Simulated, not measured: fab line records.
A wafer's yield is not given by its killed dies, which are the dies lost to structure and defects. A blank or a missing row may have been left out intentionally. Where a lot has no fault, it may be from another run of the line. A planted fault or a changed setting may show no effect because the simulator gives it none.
fab line records -- flow n5Finfet
record lots=6, wafers=18, lastDay=18
route steps=1938 shown HKMG_FIN@457 GATE_CUT@465 PASSIVATION@1936
lots untouched by any fault: they come from a run of this same line in which no faults occurred
startH: start of the lot's first displayed wafer, in hours after the record's first day -- waitH: time in hours since the lot's previous step -- " as in the row above -- L1.1+2: several wafers, shown together as one row -- - no value present, or no start provided -- * or withheld: withheld -- < > ~ a bound
route shown NAME@n: names a module that has steps shown in the file, with the first one's number in the route -- usual: the fault-free wafers' mean and standard deviation -- same: alike in all rows -- chamber/n: place in a boat -- sites: readings site by site -- _std_site: how widely they spread, as a standard deviation -- _edge_site: inner sites' mean taken away from outer sites' mean -- radiusMm: how far each site lies from the wafer's centre -- mask NAME#n: copy n -- behind: the most recent tool/chamber to have shaped the wafer -- hold: why the lot went on hold/how many hours it stayed there/how the hold came to an end -- device: the n, p or np transistor that did not switch -- end of line: the same wafers' tests at the end of the route -- a step without rows: its recipe alone -- killed: the dies lost at the first sort to structure and to defects; this is not the yield of the wafer -- map: the dies of a wafer, with x for killed, . for not killed, _ for no die there
set.NAME: setting as actually run; set.NAME@STEP: the setting as run at that earlier step -- model.NAME: the simulator's own value behind a step, which no gauge read
lots at selected steps of the route; one table per step, one row per wafer
services: the hour from which a tool's chamber was out of use, counted from the record's first day as startH (under 0 if before that day), plus the number of hours and why
## steps
# step N5_HKMG_FIN_ALD_72
# recipe material=W, targetThkA=20, tempC=300, pressureTorr=7.5, aldPrecursorFamily=WF6, aldCoReactant=B2H6, pulseTimeS=1, purgeTimeS=2, coReactantPurgeTimeS=2, coReactantPulseTimeS=3, aldCycles=7
# usual heaterPowerW=480/23, precursorPulseHeightRel=1.001/0.019
lot.wafer,tool,chamber,startH,waitH,heaterPowerW,precursorPulseHeightRel
L575.1,cvdW-02,0,92.39,0.2,478,1.009
L575.4,cvdW-02,1,92.39,0.2,515,1.010
L575.6,cvdW-02,1,92.39,0.2,523,0.999
L577.2,cvdW-02,1,104.27,0.2,515,0.995
L577.3,cvdW-02,1,104.27,0.2,510,1.020
L577.5,cvdW-02,1,104.27,0.2,506,0.990
L585.1,cvdW-01,0,154.25,0.2,465,0.968
L585.3,cvdW-01,0,154.25,0.2,454,0.972
L585.6,cvdW-01,0,154.25,0.2,466,0.982
L587.3,cvdW-02,0,159.80,0.2,483,0.990
L587.4,cvdW-02,1,159.80,0.2,519,0.983
L587.6,cvdW-02,0,159.80,0.2,483,1.012
L588.3,cvdW-02,0,167.51,0.2,483,1.021
L588.5,cvdW-02,0,167.51,0.2,476,1.007
L588.6,cvdW-02,1,167.51,0.2,514,1.010
L595.2,cvdW-01,0,215.77,0.2,461,1.017
L595.5,cvdW-01,1,215.77,0.2,465,0.979
L595.6,cvdW-01,0,215.77,0.2,461,0.988
# step N5_HKMG_FIN_W_FILL_22
# recipe material=W, targetThkA=600, tempC=400, pressureTorr=39.4, timeS=18.2
# step N5_HKMG_FIN_PRECLEAN_83
# recipe chemistry=DIW, timeS=57.5, tempC=23
# step N5_HKMG_FIN_SRD_84
# recipe dryTimeS=32, dry=n2Spin, spinRpm=1500
# step N5_HKMG_FIN_CMP_23
# recipe stopOn=SiNx, tOverpolishS=10, postCmpClean=rinseOnly, downForcePsi=4, platenRpm=50.289, padVelocityMS=1.0006, targetThkNm=46.326
# step N5_HKMG_FIN_CMP_94
# recipe stopOn=SiNx, postCmpClean=wDiluteNh4oh, tOverpolishS=4.7, downForcePsi=4, platenRpm=50.289, padVelocityMS=1.0006, targetThkNm=43.299
# step N5_HKMG_FIN_INSPECT_28
# recipe inspectInstrument=darkfield, mode=postCmp
# usual rawDefectCount=34/15
lot.wafer,tool,chamber,startH,waitH,rawDefectCount
L575.1,defectInspect-01,-,93.27,0.0,65
L575.4,defectInspect-01,-,93.27,0.0,39
L575.6,defectInspect-01,-,93.27,0.0,35
L577.2,defectInspect-01,-,105.16,0.0,19
L577.3,defectInspect-01,-,105.16,0.0,43
L577.5,defectInspect-01,-,105.16,0.0,61
L585.1,defectInspect-02,-,155.13,0.0,22
L585.3,defectInspect-02,-,155.13,0.0,26
L585.6,defectInspect-02,-,155.13,0.0,47
L587.3,defectInspect-01,-,160.66,0.0,73
L587.4,defectInspect-01,-,160.66,0.0,44
L587.6,defectInspect-01,-,160.66,0.0,31
L588.3,defectInspect-02,-,168.37,0.0,39
L588.5,defectInspect-02,-,168.37,0.0,47
L588.6,defectInspect-02,-,168.37,0.0,31
L595.2,defectInspect-01,-,216.66,0.0,24
L595.5,defectInspect-01,-,216.66,0.0,41
L595.6,defectInspect-01,-,216.66,0.0,49
# step N5_GATE_CUT_ETCHBACK_00
# recipe chemistry=SF6/Cl2, target=W, pressureMtorr=8, icpW=900, biasW=80, SF6_flow_sccm=40, Cl2_flow_sccm=60
# usual drypumpMotorCurrentA=5.5/0.37, oesProductAu=0.69/0.04, throttleValvePct=27.7/0.41
lot.wafer,tool,chamber,startH,waitH,drypumpMotorCurrentA,oesProductAu,rfHoursCounterH,throttleValvePct
L575.1,rieMetal-02,1,93.30,0.0,5.1,0.70,78,27.4
L575.4,rieMetal-02,0,93.30,0.0,6.0,0.68,-,28.4
L575.6,rieMetal-02,0,93.30,0.0,6.0,0.68,-,28.4
L577.2,rieMetal-02,0,105.19,0.0,6.0,0.68,95,28.4
L577.3,rieMetal-02,1,105.19,0.0,5.1,0.70,-,27.4
L577.5,rieMetal-02,1,105.19,0.0,5.1,0.70,-,27.4
L585.1,rieMetal-03,1,155.16,0.0,6.0,0.79,32,27.5
L585.3,rieMetal-03,0,155.16,0.0,5.3,0.65,-,27.8
L585.6,rieMetal-03,1,155.16,0.0,6.0,0.79,-,27.5
L587.3,rieMetal-01,0,160.74,0.1,5.6,0.67,-,27.7
L587.4,rieMetal-01,1,160.74,0.1,5.3,0.71,-,27.3
L587.6,rieMetal-01,1,160.74,0.1,5.3,0.70,-,27.3
L588.3,rieMetal-01,0,168.45,0.1,5.6,0.66,-,27.8
L588.5,rieMetal-01,0,168.45,0.1,5.6,0.67,-,27.8
L588.6,rieMetal-01,1,168.45,0.1,5.3,0.71,-,27.3
L595.2,rieMetal-01,1,216.69,0.0,5.3,0.70,64,27.3
L595.5,rieMetal-01,0,216.69,0.0,5.6,0.66,-,27.7
L595.6,rieMetal-01,1,216.69,0.0,5.3,0.70,-,27.3
# step N5_GATE_CUT_ETCH_56
# recipe chemistry=Cl2/Ar, target=TiN, targetDepthA=216, pressureMtorr=10, icpW=600, biasW=60, Cl2_flow_sccm=40, Ar_flow_sccm=60
# usual drypumpMotorCurrentA=5.5/0.38, oesProductAu=0.70/0.043, throttleValvePct=21.0/0.32
lot.wafer,tool,chamber,startH,waitH,drypumpMotorCurrentA,oesProductAu,rfHoursCounterH,throttleValvePct
L575.1,rieMetal-02,1,93.42,0.1,5.1,0.71,78,20.8
L575.4,rieMetal-02,0,93.42,0.1,6.0,0.68,-,21.5
L575.6,rieMetal-02,0,93.42,0.1,6.0,0.68,-,21.5
L577.2,rieMetal-02,0,105.31,0.1,6.0,0.67,95,21.6
L577.3,rieMetal-02,1,105.31,0.1,5.1,0.71,-,20.8
L577.5,rieMetal-02,1,105.31,0.1,5.1,0.70,-,20.8
L585.1,rieMetal-03,1,155.28,0.1,6.0,0.81,32,20.8
L585.3,rieMetal-03,1,155.28,0.1,6.0,0.81,-,20.8
L585.6,rieMetal-03,1,155.28,0.1,6.0,0.81,-,20.8
L587.3,rieMetal-01,0,160.85,0.1,5.6,0.67,-,21.0
L587.4,rieMetal-01,1,160.85,0.1,5.3,0.69,-,20.7
L587.6,rieMetal-01,1,160.85,0.1,5.3,0.70,-,20.7
L588.3,rieMetal-01,0,168.56,0.1,5.6,0.67,-,21.0
L588.5,rieMetal-01,0,168.56,0.1,5.6,0.67,-,21.0
L588.6,rieMetal-01,1,168.56,0.1,5.3,0.69,-,20.7
L595.2,rieMetal-01,1,216.81,0.1,5.3,0.68,64,20.8
L595.5,rieMetal-01,0,216.81,0.1,5.6,0.66,-,21.0
L595.6,rieMetal-01,1,216.81,0.1,5.3,0.69,-,20.7
# step N5_GATE_CUT_ETCHBACK_30
# recipe chemistry=Cl2/Ar, target=TiN, targetDepthA=30, mode=isotropic, pressureMtorr=10, icpW=600, biasW=60, Cl2_flow_sccm=40, Ar_flow_sccm=60
# step N5_GATE_CUT_VAPOR_ETCH_60
# recipe chemistry=BCl3/Cl2, target=HfO2, mode=isotropic
# usual drypumpMotorCurrentA=5.5/0.38, oesProductAu=0.70/0.041
lot.wafer,tool,chamber,startH,waitH,drypumpMotorCurrentA,oesProductAu
L575.1,rieMetal-02,1,93.54,0.0,5.1,0.70
L575.4,rieMetal-02,0,93.54,0.0,6.1,0.68
L575.6,rieMetal-02,0,93.54,0.0,6.0,0.68
L577.2,rieMetal-02,0,105.43,0.0,6.0,0.68
L577.3,rieMetal-02,1,105.43,0.0,5.1,0.69
L577.5,rieMetal-02,1,105.43,0.0,5.1,0.70
L585.1,rieMetal-03,1,155.49,0.1,6.0,0.80
L585.3,rieMetal-03,1,155.49,0.1,6.0,0.79
L585.6,rieMetal-03,1,155.49,0.1,6.0,0.80
L587.3,rieMetal-01,0,160.95,0.0,5.5,0.67
L587.4,rieMetal-01,1,160.95,0.0,5.3,0.71
L587.6,rieMetal-01,1,160.95,0.0,5.3,0.70
L588.3,rieMetal-01,0,168.66,0.0,5.6,0.66
L588.5,rieMetal-01,0,168.66,0.0,5.6,0.65
L588.6,rieMetal-01,1,168.66,0.0,5.3,0.70
L595.2,rieMetal-01,1,216.93,0.0,5.3,0.69
L595.5,rieMetal-01,0,216.93,0.0,5.6,0.66
L595.6,rieMetal-01,1,216.93,0.0,5.3,0.69
# step N5_GATE_CUT_ETCH_58
# recipe chemistry=CH3F/O2, target=SiNx, targetDepthA=170, timeS=128.6, ionEnergyEv=50, pressureMtorr=30, sourceW=415, biasW=21, Ar_flow_sccm=150, CH3F_flow_sccm=30, O2_flow_sccm=20
# usual CH3F_flow_sccm=29.99/0.089, drypumpMotorCurrentA=5.8/0.58, oesProductAu=0.80/0.079, rfVppV=99.0/0.87, showerheadPlenumPTorr=1.99/0.057, throttleValvePct=16.31/0.19
# same timeS=128.6
lot.wafer,tool,chamber,startH,waitH,CH3F_flow_sccm,drypumpMotorCurrentA,oesProductAu,rfHoursCounterH,rfVppV,showerheadPlenumPTorr,throttleValvePct,model.etch.depthNm,model.SiNx_of_SDB_ALD_29.thkNm
L575.1,rieDiel-06,1,93.59,0.0,30.02,6.0,0.72,176,99.8,2.07,16.57,16.61,24.8
L575.4,rieDiel-06,2,93.59,0.0,30.11,5.7,0.80,111,98.4,1.92,16.33,17.12,24.6
L575.6,rieDiel-06,0,93.59,0.0,29.98,6.5,0.70,-,99.1,2.05,16.56,16.93,24.8
L577.2,rieDiel-02,1,105.48,0.0,30.01,6.4,0.78,138,99.8,2.08,15.98,17.42,24.6
L577.3,rieDiel-02,2,105.48,0.0,30.08,6.5,0.82,54,97.8,1.96,16.14,16.41,24.6
L577.5,rieDiel-02,1,105.48,0.0,29.99,6.4,0.78,-,100.5,2.08,15.96,17.43,24.4
L585.1,rieDiel-06,2,155.58,0.1,30.11,5.6,0.98,130,99.8,1.91,16.37,24.18,23.4
L585.3,rieDiel-06,1,155.58,0.1,29.83,6.0,0.70,194,99.3,2.06,16.59,16.36,24.6
L585.6,rieDiel-06,1,155.58,0.1,29.86,6.0,0.71,-,99.7,2.06,16.60,16.51,24.6
L587.3,rieDiel-06,2,161.01,0.1,30.03,5.7,0.98,131,98.4,1.91,16.39,24.19,23.4
L587.4,rieDiel-06,3,161.01,0.1,29.98,4.9,0.74,-,99.1,2.01,16.43,16.58,24.6
L587.6,rieDiel-06,0,161.01,0.1,29.99,6.5,0.95,-,99.4,2.04,16.07,17.56,24.4
L588.3,rieDiel-02,2,168.89,0.2,29.99,6.5,0.80,73,99.8,1.95,16.20,16.51,24.6
L588.5,rieDiel-02,0,168.89,0.2,29.88,5.4,0.88,-,99.1,2.01,16.01,17.11,24.6
L588.6,rieDiel-02,1,168.89,0.2,30.01,6.4,0.75,-,100.8,2.07,15.99,17.19,24.4
L595.2,rieDiel-04,2,217.18,0.2,29.94,5.2,0.69,207,98.3,1.90,16.40,16.45,24.6
L595.5,rieDiel-04,1,217.18,0.2,30.03,5.1,0.86,-,99.9,2.02,16.30,17.54,24.6
L595.6,rieDiel-04,0,217.18,0.2,30.09,6.0,0.91,-,100.4,1.96,16.22,17.38,24.4
# step N5_GATE_CUT_STRIP_59
# recipe chemistry=N2/H2, timeS=20, powerW=100, tempC=40, pressureMtorr=100, rfFrequencyHz=6e+07, biasPowerW=3, n2FlowSccm=300, h2FlowSccm=300
# usual drypumpMotorCurrentA=5.8/0.58, oesProductAu=0.80/0.078, rfVppV=45.2/0.84, showerheadPlenumPTorr=3.36/0.1, throttleValvePct=12.23/0.21
# same timeS=20
lot.wafer,tool,chamber,startH,waitH,drypumpMotorCurrentA,oesProductAu,rfHoursCounterH,rfVppV,showerheadPlenumPTorr,throttleValvePct
L575.1,rieDiel-06,1,93.70,0.1,6.1,0.72,176,45.9,3.51,12.55
L575.4,rieDiel-06,2,93.70,0.1,5.7,0.79,111,44.2,3.26,12.30
L575.6,rieDiel-06,0,93.70,0.1,6.5,0.69,-,44.6,3.46,12.61
L577.2,rieDiel-02,1,105.58,0.1,6.4,0.76,138,45.3,3.54,12.04
L577.3,rieDiel-02,2,105.58,0.1,6.6,0.83,54,46.5,3.30,11.93
L577.5,rieDiel-02,1,105.58,0.1,6.4,0.76,-,46.1,3.54,12.03
L585.1,rieDiel-06,2,155.69,0.1,5.7,0.77,130,45.5,3.25,12.35
L585.3,rieDiel-06,1,155.69,0.1,6.0,0.70,194,45.5,3.50,12.60
L585.6,rieDiel-06,1,155.69,0.1,6.0,0.71,-,45.6,3.50,12.61
L587.3,rieDiel-06,2,161.11,0.1,5.7,0.77,131,43.7,3.25,12.36
L587.4,rieDiel-06,3,161.11,0.1,5.0,0.75,-,45.9,3.38,12.29
L587.6,rieDiel-06,0,161.11,0.1,6.5,0.95,-,45.8,3.46,11.99
L588.3,rieDiel-02,2,169.00,0.1,6.5,0.81,73,44.3,3.29,11.98
L588.5,rieDiel-02,0,169.00,0.1,5.4,0.87,-,44.3,3.43,11.99
L588.6,rieDiel-02,1,169.00,0.1,6.4,0.73,-,45.4,3.53,12.08
L595.2,rieDiel-04,2,217.28,0.1,5.2,0.70,207,44.8,3.20,12.24
L595.5,rieDiel-04,1,217.28,0.1,5.1,0.86,-,44.9,3.41,12.17
L595.6,rieDiel-04,0,217.28,0.1,6.0,0.90,-,44.9,3.30,12.03
# step N5_PASSIVATION_PROBE_49
# usual killed_at_M0_to_M3=33/11, killed_at_M4_up=14/5, killedAtContacts=11/7.3, killedAtFrontEnd=43/12, killedAtOther=4/3.1, killedDies=106/17, killedOpen=69/13, killedShort=34/8.7
# same grossDies=1180, killedAtBackSide=0
lot.wafer,tool,chamber,startH,waitH,killed_at_M0_to_M3,killed_at_M4_up,killedAtContacts,killedAtFrontEnd,killedAtOther,killedDies,killedOpen,killedShort
L575.1,prober-01,-,321.53,0.0,32,16,8,22,6,84,67,17
L575.4,prober-01,-,321.68,0.2,57,13,7,29,3,109,67,42
L575.6,prober-01,-,321.78,0.3,38,13,11,32,5,99,79,19
L577.2,prober-01,-,336.61,0.1,37,15,15,47,2,116,80,36
L577.3,prober-01,-,336.66,0.1,33,9,13,55,7,117,69,42
L577.5,prober-01,-,336.76,0.2,35,8,15,48,3,109,84,24
L588.3,prober-01,-,389.94,0.1,18,10,13,61,7,109,69,33
L588.5,prober-01,-,390.04,0.2,20,16,10,63,16,125,72,40
L588.6,prober-01,-,390.09,0.3,29,13,6,45,9,102,59,34
L585.1,prober-01,-,394.29,0.0,56,23,5,58,4,146,87,57
L585.3,prober-01,-,394.39,0.1,25,18,3,49,1,96,65,31
L585.6,prober-01,-,394.54,0.3,19,18,6,47,0,90,60,30
L587.3,prober-02,-,407.23,0.1,30,17,13,42,6,108,80,28
L587.4,prober-02,-,407.28,0.2,30,25,31,46,4,136,99,36
L587.6,prober-02,-,407.38,0.3,28,11,41,61,1,142,94,45
L595.2,prober-02,-,438.54,0.1,30,9,4,37,8,88,65,22
L595.5,prober-02,-,438.69,0.2,31,5,13,55,5,109,68,41
L595.6,prober-02,-,438.74,0.3,15,12,12,51,10,100,63,37
# killed by level:class
L575.1 BEOL_M4:geometricParticle:open=9 BEOL_M0_SAQP:geometricParticle:open=7 BEOL_M3:geometricParticle:open=7 BEOL_M1:geometricParticle:open=7 DUMMY_GATE:geometricParticle:open=6 MOL_CONTACT_COAG:geometricParticle:open=6 STI_FIN_REVEAL:geometricParticle:open=5 BEOL_M0:geometricParticle:open=5
L575.4 BEOL_M0_SAQP:geometricParticle:short=14 BEOL_M0_SAQP:geometricParticle:open=10 BEOL_M2:geometricParticle:open=9 BEOL_M4:geometricParticle:open=7 MOL_CONTACT_COAG:geometricParticle:open=6 BEOL_M1:geometricParticle:open=6 BEOL_M3:geometricParticle:open=6 FIN_SAQP:geometricParticle:short=4
L575.6 MOL_CONTACT_COAG:geometricParticle:open=11 BEOL_M3:geometricParticle:open=11 BEOL_M0_SAQP:geometricParticle:open=9 DUMMY_GATE:geometricParticle:open=7 BEOL_M2:geometricParticle:open=7 FIN_SAQP:geometricParticle:open=4 GATE_CUT:geometricParticle:short=4 GATE_CUT:geometricParticle:open=4
L577.2 FIN_SAQP:geometricParticle:short=14 BEOL_M3:geometricParticle:open=12 MOL_CONTACT_COAG:geometricParticle:open=11 BEOL_M1:geometricParticle:open=10 BEOL_M5:geometricParticle:open=7 DUMMY_GATE:geometricParticle:open=6 BEOL_M0_SAQP:geometricParticle:open=6 FIN_SAQP:geometricParticle:open=5
L577.3 STI_FIN_REVEAL:geometricParticle:open=19 FIN_SAQP:geometricParticle:short=10 MOL_CONTACT_COAG:geometricParticle:open=10 BEOL_M0_SAQP:geometricParticle:short=6 BEOL_M2:geometricParticle:open=6 BEOL_M1:geometricParticle:open=5 HKMG_FIN:areaEtch=5 DUMMY_GATE:geometricParticle:open=4
L577.5 STI_FIN_REVEAL:geometricParticle:open=16 MOL_CONTACT_COAG:geometricParticle:open=15 FIN_SAQP:geometricParticle:open=13 BEOL_M3:geometricParticle:open=8 BEOL_M0_SAQP:geometricParticle:short=7 FIN_SAQP:geometricParticle:short=6 BEOL_M1:geometricParticle:open=5 BEOL_M0_SAQP:geometricParticle:open=5
L588.3 STI_FIN_REVEAL:geometricParticle:open=18 MOL_CONTACT_COAG:geometricParticle:open=13 FIN_SAQP:geometricParticle:short=13 FIN_SAQP:geometricParticle:open=10 DUMMY_GATE:geometricParticle:open=5 BEOL_M0_SAQP:geometricParticle:short=4 BEOL_M3:geometricParticle:open=4 BEOL_M3:geometricParticle:short=4
L588.5 STI_FIN_REVEAL:geometricParticle:open=15 GATE_CUT:geometricParticle:short=11 FIN_SAQP:geometricParticle:open=10 FIN_SAQP:geometricParticle:short=7 MOL_CONTACT_COAG:geometricParticle:open=7 PASSIVATION:areaEtch=7 BEOL_M3:geometricParticle:open=6 BEOL_M4:geometricParticle:open=6
L588.6 STI_FIN_REVEAL:geometricParticle:open=13 FIN_SAQP:geometricParticle:open=12 FIN_SAQP:geometricParticle:short=9 BEOL_M2:geometricParticle:short=7 PASSIVATION:areaEtch=7 BEOL_M4:geometricParticle:open=6 BEOL_M0:geometricParticle:open=5 BEOL_M2:geometricParticle:open=5
L585.1 BEOL_M0_SAQP:geometricParticle:open=22 FIN_SAQP:geometricParticle:short=20 BEOL_M0_SAQP:geometricParticle:short=15 FIN_SAQP:geometricParticle:open=10 BEOL_M4:geometricParticle:open=10 DUMMY_GATE:geometricParticle:open=9 BEOL_M2:geometricParticle:open=9 MOL_CONTACT_COAG:geometricParticle:open=5
L585.3 FIN_SAQP:geometricParticle:open=10 FIN_SAQP:geometricParticle:short=10 BEOL_M0_SAQP:geometricParticle:open=9 GATE_CUT:geometricParticle:short=8 BEOL_M4:geometricParticle:open=7 DUMMY_GATE:geometricParticle:open=6 BEOL_M5:geometricParticle:open=6 BEOL_M0_SAQP:geometricParticle:short=5
L585.6 FIN_SAQP:geometricParticle:short=12 BEOL_M4:geometricParticle:open=11 FIN_SAQP:geometricParticle:open=10 STI_FIN_REVEAL:geometricParticle:open=7 BEOL_M0_SAQP:geometricParticle:open=7 MOL_CONTACT_COAG:geometricParticle:open=5 STI_FIN_REVEAL:geometricParticle:short=4 DUMMY_GATE:geometricParticle:open=4
L587.3 FIN_SAQP:geometricParticle:open=15 BEOL_M0_SAQP:geometricParticle:short=12 BEOL_M4:geometricParticle:open=11 STI_FIN_REVEAL:geometricParticle:open=10 MOL_CONTACT_COAG:geometricParticle:open=10 BEOL_M1:geometricParticle:open=6 BEOL_M2:geometricParticle:open=5 FIN_SAQP:geometricParticle:short=4
L587.4 MOL_CONTACT_COAG:geometricParticle:open=25 BEOL_M4:geometricParticle:open=17 STI_FIN_REVEAL:geometricParticle:open=15 BEOL_M0_SAQP:geometricParticle:open=12 FIN_SAQP:geometricParticle:short=6 MOL_CONTACT_COAG:geometricParticle:short=6 FIN_SAQP:geometricParticle:open=5 BEOL_M5:geometricParticle:open=4
L587.6 MOL_CONTACT_COAG:geometricParticle:open=33 STI_FIN_REVEAL:geometricParticle:open=18 FIN_SAQP:geometricParticle:short=12 BEOL_M0_SAQP:geometricParticle:short=9 FIN_SAQP:geometricParticle:open=8 MOL_CONTACT_COAG:geometricParticle:short=8 BEOL_M0_SAQP:geometricParticle:open=7 DUMMY_GATE:geometricParticle:open=6
L595.2 STI_FIN_REVEAL:geometricParticle:open=12 BEOL_M0_SAQP:geometricParticle:open=10 PASS1_CAP:geometricParticle:short=8 BEOL_M3:geometricParticle:open=7 FIN_SAQP:geometricParticle:short=5 DUMMY_GATE:geometricParticle:open=5 FIN_SAQP:geometricParticle:open=4 MOL_CONTACT_COAG:geometricParticle:open=4
L595.5 FIN_SAQP:geometricParticle:open=16 BEOL_M0_SAQP:geometricParticle:short=11 FIN_SAQP:geometricParticle:short=10 STI_FIN_REVEAL:geometricParticle:open=9 MOL_CONTACT_COAG:geometricParticle:open=9 ILD0:geometricParticle:short=7 BEOL_M3:geometricParticle:open=6 BEOL_M0_SAQP:geometricParticle:open=5
L595.6 FIN_SAQP:geometricParticle:short=11 MOL_CONTACT_COAG:geometricParticle:open=10 FIN_SAQP:geometricParticle:open=8 GATE_CUT:geometricParticle:open=8 STI_FIN_REVEAL:geometricParticle:open=6 PASS1_CAP:geometricParticle:open=6 DUMMY_GATE:geometricParticle:open=5 BEOL_M4:geometricParticle:short=5
## services
tool,chamber,startH,hours,kind
rieMetal-01,0,71.79,11.8,repair
rieMetal-03,-,90.43,0.1,repair
rieMetal-01,1,90.52,6.2,repair
cvdW-02,1,92.56,2.7,repair
cvdW-01,-,101.48,2.8,pm
rieDiel-06,0,116.68,-,clean
rieDiel-06,0,116.68,-,consumableReplace:focusRing
rieDiel-06,0,116.68,24.2,scheduledDown
rieDiel-06,0,116.68,24.2,ventCycle
rieDiel-02,3,119.82,11.3,repair
rieDiel-02,-,136.73,2.7,repair
rieDiel-04,-,153.50,0.6,repair
rieDiel-06,1,160.12,7.3,repair
rieDiel-02,2,188.45,8.4,repair
rieMetal-03,-,194.96,0.5,repair
rieDiel-06,1,198.28,9.6,repair
cvdW-02,-,214.17,6.0,pm
rieDiel-04,-,216.50,0.6,repair
## key
firstSign none at tools or gauges
modelEffect step=N5_GATE_CUT_ETCH_58, value=etch.depthNm, without=17.07, struck=24.18
metAt N5_GATE_CUT_ETCH_58
struckWafers L585.1,L587.3
testerLeftOut L585,L587
onsetBetween 93.59 155.58
fault kind=processParameterDrift, tool=rieDiel-06, chamber=2, onsetH=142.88, steps=N5_GATE_CUT_ETCH_58, channel=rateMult, offset=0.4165, shape=step, endH=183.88
# testerLeftOut: of these lots the tester's yield and bins aren't shown, on N5 and GAA mostly nor the transistor test; their killed dies are dies lost to structure and defects alone, not to doping, threshold or leakage, so they don't give the yield
